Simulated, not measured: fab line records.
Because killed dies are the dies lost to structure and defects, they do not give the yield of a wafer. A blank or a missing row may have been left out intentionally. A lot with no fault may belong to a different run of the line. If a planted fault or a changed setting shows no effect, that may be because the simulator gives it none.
Chamber matching ; flow nand harc ; NHARC_P_M0_STRIP_18 on rie diel-10 has 4 sister chambers
The step strips in N2/H2. 14 wafers are shown with their chamber, then 7 later ones without.

WAFERS, EACH WITH ITS CHAMBER
wafer;chamber;drypump motor current A (A);rf vpp V (V);oes product au (a.u.)
L078.3;1;5.5;90.2;1.000
L078.5;0;5.4;90.2;0.989
L078.6;1;5.5;90.4;1.005
L082.3;1;5.5;90.9;1.002
L082.4;0;5.4;91.0;0.996
L082.6;3;6.1;90.2;1.005
L085.1;2;6.0;89.7;0.994
L085.3;3;6.1;88.1;0.994
L085.5;1;5.4;90.8;1.007
L088.1;0;5.4;89.9;1.000
L088.3;1;5.5;90.8;0.995
L088.6;0;5.4;91.6;0.993
L090.1;2;6.0;91.4;0.989
L090.2;3;6.1;89.5;0.987

SIGNATURES (means of the wafers above)
reading;chamber 0;chamber 1;chamber 2;chamber 3;scatter within a chamber
drypump motor current A;5.400;5.480;6.000;6.100;0.0283
rf vpp V;90.675;90.620;90.550;89.267;0.767
oes product au;0.99450;1.00180;0.99150;0.99533;0.00574
Rule: for a wafer and a chamber, the distance is found by dividing, reading by reading, the gap between the wafer's reading and the chamber's mean by the reading's scatter, squaring, summing and taking the root. The wafer belongs to the nearest chamber; if the next one is less than 2 further off, it can't be placed. The scatter: take each reading less its chamber's mean, square it, sum over the shown wafers, divide by the number of wafers less the number of chambers, and take the root.

WAFERS WITH NO CHAMBER GIVEN
wafer;drypump motor current A (A);rf vpp V (V);oes product au (a.u.)
L090.3;5.4;88.8;0.991
L096.1;6.1;90.6;0.983
L096.3;5.4;91.9;0.974
L096.4;6.0;90.3;0.980
L097.2;6.1;90.3;0.995
L097.3;6.0;89.7;1.000
L097.6;5.5;91.5;1.001

THE CHAMBER EACH PASSED THROUGH
wafer;from the rows above;in truth
L090.3;can't be placed: 0 or 1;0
L096.1;can't be placed: 3 or 2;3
L096.3;can't be placed: 0 or 1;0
L096.4;2;2
L097.2;3;3
L097.3;can't be placed: 2 or 3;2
L097.6;1;1
Placed correctly: 3 of 7. Not placeable from these rows: 4 (in 4, the candidates include the true chamber). Number placed wrongly: 0.
